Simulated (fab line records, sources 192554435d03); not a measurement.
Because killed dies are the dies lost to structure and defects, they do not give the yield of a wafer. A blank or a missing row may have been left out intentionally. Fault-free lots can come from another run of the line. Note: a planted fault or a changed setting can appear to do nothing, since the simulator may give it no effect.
Chamber matching ; flow n5_finfet ; N5_BEOL_M3_DESCUM_33 on rie_diel-05: 4 sister chambers
The step chemistry O2, time 7 s. 20 wafers are shown with their chamber, then 10 later ones without.

WAFERS WITH THEIR CHAMBER
wafer;chamber;showerhead_plenum_p_Torr (Torr);throttle_valve_pct (%);oes_product_au (a.u.)
L076.2;0;2.21;20.0;0.97
L076.4;3;2.00;21.0;0.72
L076.6;0;2.21;20.0;0.97
L080.1;3;2.00;20.9;0.73
L080.4;0;2.20;20.0;0.97
L080.6;3;2.00;21.0;0.73
L081.2;0;2.20;20.1;0.95
L081.4;2;2.08;20.6;0.68
L081.6;0;2.20;20.1;0.96
L084.1;1;2.08;20.5;0.74
L084.2;3;2.00;21.0;0.72
L084.5;3;2.00;21.0;0.72
L086.1;3;2.00;21.0;0.72
L086.2;0;2.20;20.1;0.93
L086.4;1;2.08;20.5;0.75
L087.3;3;2.00;21.0;0.71
L087.4;1;2.08;20.5;0.74
L087.6;3;2.00;21.0;0.71
L088.1;0;2.20;20.1;0.93
L088.3;2;2.08;20.6;0.67

SIGNATURES, as means of the wafers listed above
reading;chamber 0;chamber 1;chamber 2;chamber 3;scatter within a chamber
showerhead_plenum_p_Torr;2.2029;2.0800;2.0800;2.0000;0.00299
throttle_valve_pct;20.057;20.500;20.600;20.988;0.0402
oes_product_au;0.9543;0.7433;0.6750;0.7200;0.0125
Rule: a wafer's distance from a chamber is the root of the sum, over the readings, of the square of ((its reading less the chamber's mean) divided by the reading's scatter). If the next closest chamber is less than 2 further off than the closest, the wafer can't be placed; otherwise it belongs to the closest. The scatter: take each reading less its chamber's mean, square it, sum over the shown wafers, divide by the number of wafers less the number of chambers, and take the root.

WAFERS MISSING THEIR CHAMBER
wafer;showerhead_plenum_p_Torr (Torr);throttle_valve_pct (%);oes_product_au (a.u.)
L088.5;2.00;21.0;0.72
L094.1;2.07;20.5;0.72
L094.2;2.19;20.1;0.90
L094.4;2.19;20.1;0.89
L096.1;1.99;21.0;0.70
L096.3;2.19;20.1;0.90
L096.5;2.07;20.3;0.95
L097.1;2.19;20.1;0.89
L097.4;1.99;21.0;0.69
L097.5;2.07;20.5;0.72

CHAMBER TAKEN BY EACH
wafer;from the rows above;in truth
L088.5;3;3
L094.1;can't be placed: 1 or 2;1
L094.2;0;0
L094.4;0;0
L096.1;3;3
L096.3;0;0
L096.5;1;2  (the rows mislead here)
L097.1;0;0
L097.4;3;3
L097.5;can't be placed: 1 or 2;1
Placed correctly: 7 of 10. Can't be placed from these rows: 2 (the true chamber is among the candidates in 2). 1 placed wrongly.
